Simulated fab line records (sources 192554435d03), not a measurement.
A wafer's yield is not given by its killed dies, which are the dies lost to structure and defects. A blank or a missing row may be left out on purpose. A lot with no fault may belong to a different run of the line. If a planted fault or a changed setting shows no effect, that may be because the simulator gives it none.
The tool behind it: which one?	flow n5-finfet	72 wafers from 24 lots sampled at 4 of the route's 1938 steps

WHAT EACH GAUGE READ, for each wafer
N5_BEOL_M3_RS_MEAS_58: the measuring method here is four-point-probe. Usual: M3_RS typically reads 0.658 ohm/sq, with standard deviation 0.03.
lot	measured	on	M3_RS (ohm/sq)	flag
L074	day 7 09:50	film-metro-02	0.686 0.660 0.660	
L075	day 8 00:10	film-metro-01	0.647 0.656 0.624	
L076	day 8 00:47	film-metro-02	0.640 0.618 0.623	
L077	day 8 02:02	film-metro-01	0.668 0.659 0.636	
L078	day 8 10:50	film-metro-01	0.662 0.697 0.643	
L079	day 8 17:22	film-metro-01	0.616 0.604 0.633	
L080	day 9 03:14	film-metro-01	0.735 0.681 0.696	
L082	day 9 07:53	film-metro-01	0.658 0.682 0.640	
L081	day 9 10:15	film-metro-02	0.628 0.694 0.645	
L083	day 9 13:24	film-metro-01	0.666 0.608 0.604	
L084	day 9 16:19	film-metro-02	0.695 0.695 0.622	
L085	day 10 03:25	film-metro-02	0.636 0.654 0.626	
L086	day 10 16:56	film-metro-01	0.690 0.653 0.650	
L088	day 10 18:46	film-metro-02	0.723 0.678 0.643	
L087	day 10 19:17	film-metro-02	0.619 0.624 0.622	
L089	day 11 11:04	film-metro-02	0.685 0.632 0.628	
L090	day 11 19:52	film-metro-01	0.662 0.700 0.640	
L091	day 11 21:02	film-metro-01	0.693 0.634 0.615	
L093	day 12 01:00	film-metro-02	0.706 0.659 0.681	
L092	day 12 01:07	film-metro-01	0.703 0.726 0.660	
L094	day 12 08:21	film-metro-02	0.666 0.696 0.672	
L095	day 12 12:02	film-metro-02	0.689 0.655 0.630	
L097	day 13 03:30	film-metro-01	0.691 0.684 0.644	
L096	day 13 05:37	film-metro-01	0.660 0.700 0.636	

N5_BEOL_M4_CD_MEAS_28: target cd 26.2 nm, target cd y 24.1 nm. Usual: cd-nm at 26.20 nm, with a standard deviation of 0.2.
lot	measured	on	cd-nm (nm)	flag
L074	day 7 12:08	cd-sem-01	26.08 26.10 26.31	
L075	day 8 03:00	cd-sem-02	26.29 26.02 26.41	
L076	day 8 05:45	cd-sem-02	26.67 26.13 26.13	
L077	day 8 05:53	cd-sem-02	26.62 26.28 26.25	
L078	day 8 12:54	cd-sem-02	26.36 26.19 26.34	
L079	day 8 19:39	cd-sem-01	26.21 26.16 26.27	
L080	day 9 05:42	cd-sem-03	26.09 26.23 25.77	
L082	day 9 10:24	cd-sem-03	26.02 25.95 25.80	
L081	day 9 13:19	cd-sem-03	26.45 25.96 26.34	
L083	day 9 16:56	cd-sem-01	26.19 26.20 26.45	
L084	day 9 18:26	cd-sem-03	26.50 26.35 26.16	
L085	day 10 05:46	cd-sem-03	26.69 26.16 25.90	
L086	day 10 19:40	cd-sem-02	26.22 26.17 26.06	
L088	day 10 21:28	cd-sem-01	26.30 26.06 26.05	
L087	day 10 21:32	cd-sem-03	26.25 25.86 25.77	
L089	day 11 15:50	cd-sem-02	25.98 25.95 26.29	
L090	day 11 21:46	cd-sem-03	26.40 26.38 26.30	
L091	day 12 00:46	cd-sem-01	26.51 25.87 26.36	
L093	day 12 04:13	cd-sem-01	26.21 26.23 26.36	
L092	day 12 05:06	cd-sem-03	25.96 26.41 25.97	
L094	day 12 12:47	cd-sem-03	26.10 26.30 26.09	
L095	day 12 15:11	cd-sem-02	26.06 25.99 26.11	
L097	day 13 05:50	cd-sem-01	26.06 26.31 26.18	
L096	day 13 07:29	cd-sem-02	26.35 26.41 26.23	

WHICH TOOL RAN EACH LOT (tool, then ch and the chambers of the sampled wafers, then the start)
lot	N5_BEOL_M3_SPUTTER_88	N5_BEOL_M3_SPUTTER_94
L074	pvd-sputter-02, day 7 07:55	pvd-sputter-02, day 7 08:34
L075	pvd-sputter-02, day 7 22:13	pvd-sputter-02, day 7 22:52
L076	pvd-sputter-01, day 7 22:51	pvd-sputter-01, day 7 23:31
L077	pvd-sputter-02, day 8 00:03	pvd-sputter-02, day 8 00:43
L078	pvd-sputter-02, day 8 08:54	pvd-sputter-02, day 8 09:34
L079	pvd-sputter-01, day 8 15:26	pvd-sputter-01, day 8 16:05
L080	pvd-sputter-03, day 9 01:13	pvd-sputter-03, day 9 01:52
L082	pvd-sputter-02, day 9 05:58	pvd-sputter-02, day 9 06:37
L081	pvd-sputter-02, day 9 07:54	pvd-sputter-02, day 9 08:34
L083	pvd-sputter-02, day 9 11:26	pvd-sputter-02, day 9 12:06
L084	pvd-sputter-03, day 9 14:23	pvd-sputter-03, day 9 15:02
L085	pvd-sputter-03, day 10 01:28	pvd-sputter-03, day 10 02:07
L086	pvd-sputter-03, day 10 14:45	pvd-sputter-03, day 10 15:25
L088	pvd-sputter-03, day 10 16:45	pvd-sputter-03, day 10 17:25
L087	pvd-sputter-01, day 10 17:21	pvd-sputter-01, day 10 18:01
L089	pvd-sputter-01, day 11 09:07	pvd-sputter-01, day 11 09:47
L090	pvd-sputter-02, day 11 17:56	pvd-sputter-02, day 11 18:35
L091	pvd-sputter-01, day 11 18:48	pvd-sputter-01, day 11 19:28
L093	pvd-sputter-02, day 11 21:50	pvd-sputter-02, day 11 22:29
L092	pvd-sputter-03, day 11 22:03	pvd-sputter-03, day 11 22:43
L094	pvd-sputter-03, day 12 06:03	pvd-sputter-03, day 12 06:43
L095	pvd-sputter-03, day 12 09:50	pvd-sputter-03, day 12 10:29
L097	pvd-sputter-02, day 13 01:26	pvd-sputter-02, day 13 02:06
L096	pvd-sputter-01, day 13 03:05	pvd-sputter-01, day 13 03:44
- N5_BEOL_M3_SPUTTER_88: material Cu, target thk 4.5 nm, time 8.29 s.
- N5_BEOL_M3_SPUTTER_94: material Cu, target thk 4.5 nm, time 8.29 s.

AS READ BY THE TOOLS THEMSELVES (means over the sampled wafers that have a number; for cases with no such wafer, the mark the record gives instead)
N5_BEOL_M3_SPUTTER_88. Usual: throttle-valve-pct at 29.4 %, with a standard deviation of 0.75.
lot	tool	throttle-valve-pct (%)	flag
L074	pvd-sputter-02	29.4	
L075	pvd-sputter-02	29.2	
L076	pvd-sputter-01	30.3	
L077	pvd-sputter-02	29.3	
L078	pvd-sputter-02	29.7	
L079	pvd-sputter-01	30.3	
L080	pvd-sputter-03	29.6	
L082	pvd-sputter-02	29.3	
L081	pvd-sputter-02	29.4	
L083	pvd-sputter-02	29.5	
L084	pvd-sputter-03	29.7	
L085	pvd-sputter-03	29.6	
L086	pvd-sputter-03	29.7	
L088	pvd-sputter-03	29.6	
L087	pvd-sputter-01	29.8	
L089	pvd-sputter-01	29.1	
L090	pvd-sputter-02	29.2	
L091	pvd-sputter-01	30.4	
L093	pvd-sputter-02	29.7	
L092	pvd-sputter-03	29.6	
L094	pvd-sputter-03	29.7	
L095	pvd-sputter-03	29.4	
L097	pvd-sputter-02	29.3	
L096	pvd-sputter-01	29.3	

N5_BEOL_M3_SPUTTER_94. Usual: throttle-valve-pct at 29.4 %, with a standard deviation of 0.78.
lot	tool	throttle-valve-pct (%)	flag
L074	pvd-sputter-02	29.3	
L075	pvd-sputter-02	29.2	
L076	pvd-sputter-01	30.5	
L077	pvd-sputter-02	29.4	
L078	pvd-sputter-02	29.6	
L079	pvd-sputter-01	30.1	
L080	pvd-sputter-03	29.6	
L082	pvd-sputter-02	29.3	
L081	pvd-sputter-02	29.7	
L083	pvd-sputter-02	29.4	
L084	pvd-sputter-03	29.7	
L085	pvd-sputter-03	29.7	
L086	pvd-sputter-03	29.5	
L088	pvd-sputter-03	29.7	
L087	pvd-sputter-01	29.9	
L089	pvd-sputter-01	29.1	
L090	pvd-sputter-02	29.0	
L091	pvd-sputter-01	30.6	
L093	pvd-sputter-02	29.5	
L092	pvd-sputter-03	29.6	
L094	pvd-sputter-03	29.7	
L095	pvd-sputter-03	29.3	
L097	pvd-sputter-02	29.2	
L096	pvd-sputter-01	29.4	

THE ANSWER, worked out from the rows above alone
Rule: take the mean of a lot's wafers that have a number; if it is more than 3 standard deviations from the usual mean, the lot is off. Also off: a lot with no number at a reading for which 4 or more lots have one. All remaining lots with rows at the step are treated as sound. After the gauges, taken in route order, come the tools' own readings; for these a lot's mean is taken, as printed above. The first step at which some lot is off is used, and at that step the reading that is off furthest; a lot without a number counts as furthest.
Across all readings shown, no lot is off: no conclusion can be drawn from this.

WHAT THE SIMULATOR PUT IN
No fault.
